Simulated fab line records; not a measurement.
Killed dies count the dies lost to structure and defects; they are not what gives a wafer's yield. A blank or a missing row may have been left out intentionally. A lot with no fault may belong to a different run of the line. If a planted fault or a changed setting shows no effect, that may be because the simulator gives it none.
Chamber matching    flow n5Finfet    N5_HKMG_FIN_ETCH_35 on rieDiel-02 has 4 sister chambers
The step etches SOC in N2/H2, target depth 215.8 nm, time 243.4 s. 16 wafers are shown with their chamber, then 8 later ones without.

## WAFERS WITH THEIR CHAMBER
wafer   chamber  drypumpMotorCurrentA (A)  showerheadPlenumPTorr (Torr)  throttleValvePct (%)
L074.3  0        6.1                       2.44                          17.71
L074.5  0        6.2                       2.44                          17.72
L074.6  1        5.9                       2.63                          18.08
L076.1  1        5.9                       2.63                          18.09
L076.4  2        5.6                       2.54                          18.11
L076.6  1        5.9                       2.63                          18.10
L077.2  1        5.9                       2.63                          18.09
L077.3  0        6.1                       2.44                          17.72
L077.4  3        6.6                       2.54                          17.78
L081.2  3        6.6                       2.53                          17.79
L081.4  0        6.1                       2.43                          17.73
L081.6  2        5.6                       2.53                          18.13
L088.1  3        6.5                       2.53                          17.83
L088.2  0        6.1                       2.43                          17.77
L088.3  1        5.9                       2.62                          17.64
L092.2  3        6.6                       2.52                          17.83

SIGNATURES (averages over the wafers above)
reading                chamber 0  chamber 1  chamber 2  chamber 3  scatter within a chamber
drypumpMotorCurrentA   6.120      5.900      5.600      6.575      0.0359
showerheadPlenumPTorr  2.4360     2.6280     2.5350     2.5300     0.00612
throttleValvePct       17.7300    18.0000    18.1200    17.8075    0.118
Rule: distance of a wafer from a chamber = root of the sum over the readings of ((wafer's reading minus chamber's mean) / reading's scatter) squared. If the next closest chamber is less than 2 further off than the closest, the wafer can't be placed; otherwise it belongs to the closest. How the scatter is found: for the shown wafers, subtract from each reading the mean of its chamber, square and add these, divide the total by (wafers less chambers), then take the root.

## WAFERS WHOSE CHAMBER IS MISSING
wafer   drypumpMotorCurrentA (A)  showerheadPlenumPTorr (Torr)  throttleValvePct (%)
L092.4  5.9                       2.62                          17.65
L092.6  5.6                       2.52                          18.19
L094.1  5.6                       2.52                          18.19
L094.2  6.2                       2.42                          17.79
L094.3  5.9                       2.62                          17.66
L096.2  6.1                       2.42                          17.80
L096.3  5.9                       2.61                          17.66
L096.5  5.9                       2.61                          17.68

## WHICH CHAMBER EACH WENT THROUGH
wafer   from the rows above  in truth
L092.4  1                    1
L092.6  2                    2
L094.1  2                    2
L094.2  0                    0
L094.3  1                    1
L096.2  0                    0
L096.3  1                    1
L096.5  1                    1
8 of 8 placed correctly. Can't be placed from these rows: 0. Wrongly placed: 0.
